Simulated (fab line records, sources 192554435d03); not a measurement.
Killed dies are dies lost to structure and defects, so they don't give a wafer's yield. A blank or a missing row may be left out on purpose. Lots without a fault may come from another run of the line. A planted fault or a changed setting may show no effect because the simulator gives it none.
Chamber matching | flow n5_finfet | N5_BEOL_M1_DEP_57 on pecvd-02: 3 sister chambers
The step deposits SiCN from 3MS/NH3, target thk 8 nm, time 14 s. 6 wafers are shown with their chamber, then 7 later ones without.

WAFERS WITH THEIR CHAMBER
wafer  | chamber | showerhead_plenum_p_Torr (Torr) | throttle_valve_pct (%)
L077.1 | 0       | 3.672                           | 9.7
L081.2 | 1       | 3.660                           | 8.9
L082.3 | 1       | 3.649                           | 8.9
L082.6 | 0       | 3.674                           | 9.0
L083.2 | 2       | 3.670                           | 9.1
L083.4 | 2       | 3.677                           | 8.9

WAFERS WITHOUT THEIR CHAMBER
wafer  | showerhead_plenum_p_Torr (Torr) | throttle_valve_pct (%)
L083.6 | 3.664                           | 8.7
L084.2 | 3.657                           | 8.9
L084.3 | 3.682                           | 9.2
L084.4 | 3.659                           | 8.8
L091.1 | 3.676                           | 8.1
L091.5 | 3.684                           | 9.4
L091.6 | 3.668                           | 8.2

WHICH CHAMBER EACH WENT THROUGH
wafer  | from the rows above          | in truth
L083.6 | can't be placed: 1 or 2 or 0 | 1
L084.2 | 1                            | 1
L084.3 | can't be placed: 2 or 0      | 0
L084.4 | can't be placed: 1 or 2      | 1
L091.1 | can't be placed: 2 or 0 or 1 | 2
L091.5 | can't be placed: 0 or 2      | 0
L091.6 | can't be placed: 2 or 1 or 0 | 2
Placed correctly: 1 of 7. Can't be placed from these rows: 6 (the true chamber is among the candidates in 6). Placed wrongly: 0.
How it was worked out, from the rows above alone: a wafer's distance from a chamber is the root of the sum, over the readings, of the square of ((its reading less the chamber's mean) divided by the reading's scatter). The wafer belongs to the nearest chamber; if the next one is less than 2 further off, it can't be placed. A chamber's mean is the mean of its shown wafers. The scatter: the root of (the sum of the squares of (reading less its chamber's mean) over the shown wafers, divided by (wafers less chambers)).
